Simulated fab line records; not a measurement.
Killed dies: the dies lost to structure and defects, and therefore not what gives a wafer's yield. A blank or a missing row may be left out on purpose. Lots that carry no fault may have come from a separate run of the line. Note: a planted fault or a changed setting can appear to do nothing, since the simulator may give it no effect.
Which tool was responsible? :: flow nand-harc :: Sampling: 11 lots, 33 wafers, 6 of 1302 route steps

== WHAT EACH GAUGE READ, for each wafer ==
NHARC_P_STI_INSPECT_25.
lot: L266
measured: day 4 02:25
on: defect-inspect-02
raw-defect-count: 113 226 261

lot: L267
measured: day 4 08:08
on: defect-inspect-01
raw-defect-count: 282 95 119

lot: L269
measured: day 5 10:07
on: defect-inspect-02
raw-defect-count: 328 167 245

lot: L270
measured: day 5 13:46
on: defect-inspect-02
raw-defect-count: 146 172 224

lot: L273
measured: day 6 22:10
on: defect-inspect-02
raw-defect-count: 959 1102 1005 964 1097 990

lot: L275
measured: day 7 22:23
on: defect-inspect-02
raw-defect-count: 953 894 904 931 889 927

lot: L283
measured: day 11 03:06
on: defect-inspect-02
raw-defect-count: 274 239 237

lot: L285
measured: day 11 19:10
on: defect-inspect-02
raw-defect-count: 159 136 191

lot: L286
measured: day 12 12:57
on: defect-inspect-02
raw-defect-count: 255 164 256

lot: L287
measured: day 12 21:51
on: defect-inspect-02
raw-defect-count: 270 178 134

lot: L289
measured: day 13 22:28
on: defect-inspect-01
raw-defect-count: 239 373 309

NHARC_P_GATE_INSPECT_28.
lot: L266
measured: day 5 01:20
on: defect-inspect-02
raw-defect-count: 4 5 6

lot: L267
measured: day 5 07:11
on: defect-inspect-02
raw-defect-count: 7 4 2

lot: L269
measured: day 6 12:55
on: defect-inspect-01
raw-defect-count: 5 6 2

lot: L270
measured: day 6 17:17
on: defect-inspect-02
raw-defect-count: 6 8 13

lot: L273
measured: day 8 00:47
on: defect-inspect-01
raw-defect-count: 726 762 711 729 777 713

lot: L275
measured: day 8 21:42
on: defect-inspect-01
raw-defect-count: 713 691 728 712 700 712

lot: L283
measured: day 12 04:01
on: defect-inspect-02
raw-defect-count: 15 11 3

lot: L285
measured: day 12 17:49
on: defect-inspect-02
raw-defect-count: 14 9 1

lot: L286
measured: day 13 11:28
on: defect-inspect-01
raw-defect-count: 5 6 8

lot: L287
measured: day 13 22:38
on: defect-inspect-01
raw-defect-count: 4 7 10

lot: L289
measured: day 14 21:04
on: defect-inspect-01
raw-defect-count: 4 3 6

NHARC_P_GATE_CD_MEAS_91: the cd target is 2000 nm.
lot: L266
measured: day 5 16:23
on: cd-sem-03
cd-nm (nm): 2000.0 2002.3 2001.8

lot: L267
measured: day 5 22:26
on: cd-sem-01
cd-nm (nm): 2001.5 2000.9 2001.1

lot: L269
measured: day 7 04:25
on: cd-sem-01
cd-nm (nm): 1996.6 2000.6 1999.4

lot: L270
measured: day 7 08:20
on: cd-sem-03
cd-nm (nm): 2001.6 1999.6 2001.2

lot: L283
measured: day 12 19:14
on: cd-sem-03
cd-nm (nm): 1996.6 1995.7 1997.6

lot: L285
measured: day 13 11:20
on: cd-sem-01
cd-nm (nm): 1999.2 1999.0 1998.3

lot: L286
measured: day 14 02:41
on: cd-sem-02
cd-nm (nm): 1998.8 1999.2 2000.3

lot: L287
measured: day 14 15:55
on: cd-sem-01
cd-nm (nm): 2001.8 2001.3 2002.7

lot: L289
measured: day 15 12:08
on: cd-sem-01
cd-nm (nm): 2000.8 2002.6 1998.7

== WHICH TOOL RAN EACH LOT (tool, then ch and the chambers of the sampled wafers, then the start) ==
lot: L266
NHARC_P_STI_PRECLEAN_38: wet-bench-01 ch 1,2,7, day 3 18:19
NHARC_P_GATE_DESCUM_13: rie-diel-01 ch 1,2, day 4 11:15
NHARC_P_GATE_DESCUM_61: rie-diel-04 ch 0,2, day 5 14:59

lot: L267
NHARC_P_STI_PRECLEAN_38: wet-bench-01 ch 2,3,5, day 4 00:49
NHARC_P_GATE_DESCUM_13: rie-diel-04 ch 0,2,3, day 4 16:38
NHARC_P_GATE_DESCUM_61: rie-diel-01 ch 1,2,3, day 5 20:53

lot: L269
NHARC_P_STI_PRECLEAN_38: wet-bench-02 ch 4,5,7, day 5 01:55
NHARC_P_GATE_DESCUM_13: rie-diel-04 ch 0,1, day 5 18:46
NHARC_P_GATE_DESCUM_61: rie-diel-01 ch 2,3, day 7 02:53

lot: L270
NHARC_P_STI_PRECLEAN_38: wet-bench-02 ch 4,6,7, day 5 06:13
NHARC_P_GATE_DESCUM_13: rie-diel-10 ch 1,2,3, day 5 22:53
NHARC_P_GATE_DESCUM_61: rie-diel-10 ch 0,1,3, day 7 06:56

lot: L273
NHARC_P_STI_PRECLEAN_38: wet-bench-01 ch 0,3,7, day 6 12:21
NHARC_P_GATE_DESCUM_13: rie-diel-01 ch 0,1, day 7 07:40
NHARC_P_GATE_DESCUM_61: -

lot: L275
NHARC_P_STI_PRECLEAN_38: wet-bench-01 ch 5,6,7, day 7 14:19
NHARC_P_GATE_DESCUM_13: rie-diel-01 ch 1,2,3, day 8 09:37
NHARC_P_GATE_DESCUM_61: -

lot: L283
NHARC_P_STI_PRECLEAN_38: wet-bench-01 ch 2,3,5, day 10 17:54
NHARC_P_GATE_DESCUM_13: rie-diel-01 ch 0,3, day 11 11:31
NHARC_P_GATE_DESCUM_61: rie-diel-10 ch 0,2, day 12 17:42

lot: L285
NHARC_P_STI_PRECLEAN_38: wet-bench-01 ch 0,1,6, day 11 09:56
NHARC_P_GATE_DESCUM_13: rie-diel-10 ch 0,1,2, day 12 04:07
NHARC_P_GATE_DESCUM_61: rie-diel-01 ch 1,2,3, day 13 09:54

lot: L286
NHARC_P_STI_PRECLEAN_38: wet-bench-03 ch 2,3,6, day 12 05:26
NHARC_P_GATE_DESCUM_13: rie-diel-10 ch 1,2,3, day 12 21:28
NHARC_P_GATE_DESCUM_61: rie-diel-04 ch 0,3, day 14 01:16

lot: L287
NHARC_P_STI_PRECLEAN_38: wet-bench-01 ch 0,4,5, day 12 11:35
NHARC_P_GATE_DESCUM_13: rie-diel-04 ch 0,1,3, day 13 06:43
NHARC_P_GATE_DESCUM_61: rie-diel-10 ch 2,3, day 14 14:21

lot: L289
NHARC_P_STI_PRECLEAN_38: wet-bench-01 ch 1,3,5, day 13 09:43
NHARC_P_GATE_DESCUM_13: rie-diel-04 ch 0,2,3, day 14 07:15
NHARC_P_GATE_DESCUM_61: rie-diel-04 ch 0,1,3, day 15 10:42
- NHARC_P_STI_PRECLEAN_38: cleans in SC1.
- NHARC_P_GATE_DESCUM_13: chemistry O2, time 3 s.
- NHARC_P_GATE_DESCUM_61: chemistry O2, time 3 s.

== AS READ BY THE TOOLS THEMSELVES (means over the sampled wafers that have a number; for cases with no such wafer, the mark the record gives instead) ==
NHARC_P_GATE_DESCUM_13.
lot: L266
tool: rie-diel-01
drypump-motor-current-A (A): 5.8
oes-product-au (a.u.): 0.999
rf-vpp-V (V): 58.3
showerhead-plenum-p-Torr (Torr): 1.88
throttle-valve-pct (%): 11.305

lot: L267
tool: rie-diel-04
drypump-motor-current-A (A): 5.5
oes-product-au (a.u.): 1.004
rf-vpp-V (V): 58.5
showerhead-plenum-p-Torr (Torr): 2.03
throttle-valve-pct (%): 11.313

lot: L269
tool: rie-diel-04
drypump-motor-current-A (A): 5.6
oes-product-au (a.u.): 1.017
rf-vpp-V (V): 58.5
showerhead-plenum-p-Torr (Torr): 1.95
throttle-valve-pct (%): 11.313

lot: L270
tool: rie-diel-10
drypump-motor-current-A (A): 5.6
oes-product-au (a.u.): 1.001
rf-vpp-V (V): 58.5
showerhead-plenum-p-Torr (Torr): 1.89
throttle-valve-pct (%): 11.309

lot: L273
tool: rie-diel-01
drypump-motor-current-A (A): 6.2
oes-product-au (a.u.): 0.986
rf-vpp-V (V): 57.2
showerhead-plenum-p-Torr (Torr): 1.88
throttle-valve-pct (%): 11.308

lot: L275
tool: rie-diel-01
drypump-motor-current-A (A): 5.9
oes-product-au (a.u.): 1.001
rf-vpp-V (V): 57.5
showerhead-plenum-p-Torr (Torr): 1.87
throttle-valve-pct (%): 11.299

lot: L283
tool: rie-diel-01
drypump-motor-current-A (A): 6.0
oes-product-au (a.u.): 0.998
rf-vpp-V (V): 57.5
showerhead-plenum-p-Torr (Torr): 1.92
throttle-valve-pct (%): 11.305

lot: L285
tool: rie-diel-10
drypump-motor-current-A (A): 5.8
oes-product-au (a.u.): 0.988
rf-vpp-V (V): 57.7
showerhead-plenum-p-Torr (Torr): 1.87
throttle-valve-pct (%): 11.311

lot: L286
tool: rie-diel-10
drypump-motor-current-A (A): 5.5
oes-product-au (a.u.): 0.998
rf-vpp-V (V): 57.9
showerhead-plenum-p-Torr (Torr): 1.89
throttle-valve-pct (%): 11.307

lot: L287
tool: rie-diel-04
drypump-motor-current-A (A): 5.7
oes-product-au (a.u.): 1.000
rf-vpp-V (V): 57.4
showerhead-plenum-p-Torr (Torr): 2.00
throttle-valve-pct (%): 11.312

lot: L289
tool: rie-diel-04
drypump-motor-current-A (A): 5.5
oes-product-au (a.u.): 1.003
rf-vpp-V (V): 57.7
showerhead-plenum-p-Torr (Torr): 2.03
throttle-valve-pct (%): 11.306

NHARC_P_GATE_DESCUM_61.
lot: L266
tool: rie-diel-04
drypump-motor-current-A (A): 5.3
oes-product-au (a.u.): 1.004
rf-vpp-V (V): 58.6
showerhead-plenum-p-Torr (Torr): 2.01
throttle-valve-pct (%): 11.305

lot: L267
tool: rie-diel-01
drypump-motor-current-A (A): 5.9
oes-product-au (a.u.): 0.992
rf-vpp-V (V): 57.4
showerhead-plenum-p-Torr (Torr): 1.88
throttle-valve-pct (%): 11.311

lot: L269
tool: rie-diel-01
drypump-motor-current-A (A): 5.8
oes-product-au (a.u.): 1.001
rf-vpp-V (V): 57.6
showerhead-plenum-p-Torr (Torr): 1.88
throttle-valve-pct (%): 11.299

lot: L270
tool: rie-diel-10
drypump-motor-current-A (A): 5.9
oes-product-au (a.u.): 1.005
rf-vpp-V (V): 58.1
showerhead-plenum-p-Torr (Torr): 1.88
throttle-valve-pct (%): 11.308

lot: L283
tool: rie-diel-10
drypump-motor-current-A (A): 5.9
oes-product-au (a.u.): 0.997
rf-vpp-V (V): 58.1
showerhead-plenum-p-Torr (Torr): 1.90
throttle-valve-pct (%): 11.307

lot: L285
tool: rie-diel-01
drypump-motor-current-A (A): 5.9
oes-product-au (a.u.): 1.011
rf-vpp-V (V): 58.2
showerhead-plenum-p-Torr (Torr): 1.87
throttle-valve-pct (%): 11.316

lot: L286
tool: rie-diel-04
drypump-motor-current-A (A): 5.9
oes-product-au (a.u.): 1.003
rf-vpp-V (V): 59.1
showerhead-plenum-p-Torr (Torr): 2.04
throttle-valve-pct (%): 11.312

lot: L287
tool: rie-diel-10
drypump-motor-current-A (A): 5.4
oes-product-au (a.u.): 0.991
rf-vpp-V (V): 58.1
showerhead-plenum-p-Torr (Torr): 1.93
throttle-valve-pct (%): 11.321

lot: L289
tool: rie-diel-04
drypump-motor-current-A (A): 5.7
oes-product-au (a.u.): 0.998
rf-vpp-V (V): 57.4
showerhead-plenum-p-Torr (Torr): 2.00
throttle-valve-pct (%): 11.304

== THE ANSWER, worked out from the rows above alone ==
Rule: usual is defined by the lots themselves. Put in order of their means at a reading, lots are off if they are a third of the lots or fewer, leave a main group of 4 or more, and stand apart from it by a gap of 3 or more times the standard deviation of the main group's means; of several such gaps the widest counts. Not used: any main group whose means are identical at the precision the tables above print for the reading. Also off: a lot with no number at a reading for which 4 or more lots have one. Where the step has rows for the other lots, those lots are counted as sound. The gauges are gone through in route order, then the tools' own readings, and for those a lot's mean is taken as printed above. The first step at which some lot is off is used, and at that step the reading that is off furthest; a lot without a number counts as furthest.
Off: L273, L275, at NHARC_P_STI_INSPECT_25 (raw-defect-count). Main group: mean 215, sd 45.
A tool fits if, at a process step before that reading, it ran every lot that is off, and no sound lot after the first of them. The gauges at NHARC_P_STI_INSPECT_25 aren't tried: what is off there is off at NHARC_P_GATE_INSPECT_28 too, on other tools, and a gauge's error can't cause that. Of those tried, none fits.

== WHAT THE SIMULATOR HAD PUT IN ==
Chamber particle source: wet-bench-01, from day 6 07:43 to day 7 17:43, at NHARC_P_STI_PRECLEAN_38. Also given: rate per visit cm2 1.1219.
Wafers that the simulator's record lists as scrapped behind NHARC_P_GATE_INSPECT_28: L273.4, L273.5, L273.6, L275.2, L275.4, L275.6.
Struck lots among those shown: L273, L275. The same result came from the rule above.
